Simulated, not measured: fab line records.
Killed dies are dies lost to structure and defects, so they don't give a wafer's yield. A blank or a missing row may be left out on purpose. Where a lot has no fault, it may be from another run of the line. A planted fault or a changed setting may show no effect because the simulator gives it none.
Chamber matching :: flow nand_harc :: NHARC_A_CHANNEL_FILL_D1_ETCHBACK_19 on rie_si-02: 4 sister chambers
The step etches the open film in HBr/Cl2, target depth 5 nm, time 1.7 s. 8 wafers are shown with their chamber, then 8 later ones without.

WAFERS PAIRED WITH THEIR CHAMBERS
wafer: L083.1
chamber: 3
oes_product_au (a.u.): 1.021
throttle_valve_pct (%): 26.416

wafer: L083.6
chamber: 1
oes_product_au (a.u.): 0.988
throttle_valve_pct (%): 26.405

wafer: L084.2
chamber: 0
oes_product_au (a.u.): 0.980
throttle_valve_pct (%): 26.398

wafer: L084.3
chamber: 3
oes_product_au (a.u.): 1.011
throttle_valve_pct (%): 26.397

wafer: L084.6
chamber: 0
oes_product_au (a.u.): 0.993
throttle_valve_pct (%): 26.413

wafer: L086.5
chamber: 1
oes_product_au (a.u.): 0.983
throttle_valve_pct (%): 26.428

wafer: L086.6
chamber: 2
oes_product_au (a.u.): 1.022
throttle_valve_pct (%): 26.408

wafer: L088.2
chamber: 2
oes_product_au (a.u.): 1.012
throttle_valve_pct (%): 26.408

WAFERS WHOSE CHAMBER IS MISSING
wafer: L088.4
oes_product_au (a.u.): 1.020
throttle_valve_pct (%): 26.400

wafer: L088.5
oes_product_au (a.u.): 1.014
throttle_valve_pct (%): 26.405

wafer: L093.1
oes_product_au (a.u.): 1.019
throttle_valve_pct (%): 26.409

wafer: L093.2
oes_product_au (a.u.): 1.022
throttle_valve_pct (%): 26.395

wafer: L093.3
oes_product_au (a.u.): 1.001
throttle_valve_pct (%): 26.407

wafer: L097.4
oes_product_au (a.u.): 1.004
throttle_valve_pct (%): 26.424

wafer: L097.5
oes_product_au (a.u.): 1.007
throttle_valve_pct (%): 26.414

wafer: L097.6
oes_product_au (a.u.): 1.009
throttle_valve_pct (%): 26.418

WHICH CHAMBER EACH ONE RAN IN
wafer: L088.4
from the rows above: can't be placed: 3 or 2
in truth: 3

wafer: L088.5
from the rows above: can't be placed: 3 or 2
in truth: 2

wafer: L093.1
from the rows above: can't be placed: 2 or 3
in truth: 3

wafer: L093.2
from the rows above: can't be placed: 3 or 2
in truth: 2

wafer: L093.3
from the rows above: can't be placed: 0 or 3 or 2 or 1
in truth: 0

wafer: L097.4
from the rows above: can't be placed: 3 or 2 or 1 or 0
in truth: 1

wafer: L097.5
from the rows above: can't be placed: 3 or 2 or 0 or 1
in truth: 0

wafer: L097.6
from the rows above: can't be placed: 3 or 2 or 1 or 0
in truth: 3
Correct placement for 0 of the 8. Unplaceable from these rows: 8, with the true chamber sitting among the candidates in 8. Placed wrongly: 0.
How it was worked out, from the rows above alone: a wafer's distance from a chamber is the root of the sum, over the readings, of the square of ((its reading less the chamber's mean) divided by the reading's scatter). If the next closest chamber is less than 2 further off than the closest, the wafer can't be placed; otherwise it belongs to the closest. A chamber's mean is the mean of its shown wafers. How the scatter is found: for the shown wafers, subtract from each reading the mean of its chamber, square and add these, divide the total by (wafers less chambers), then take the root.
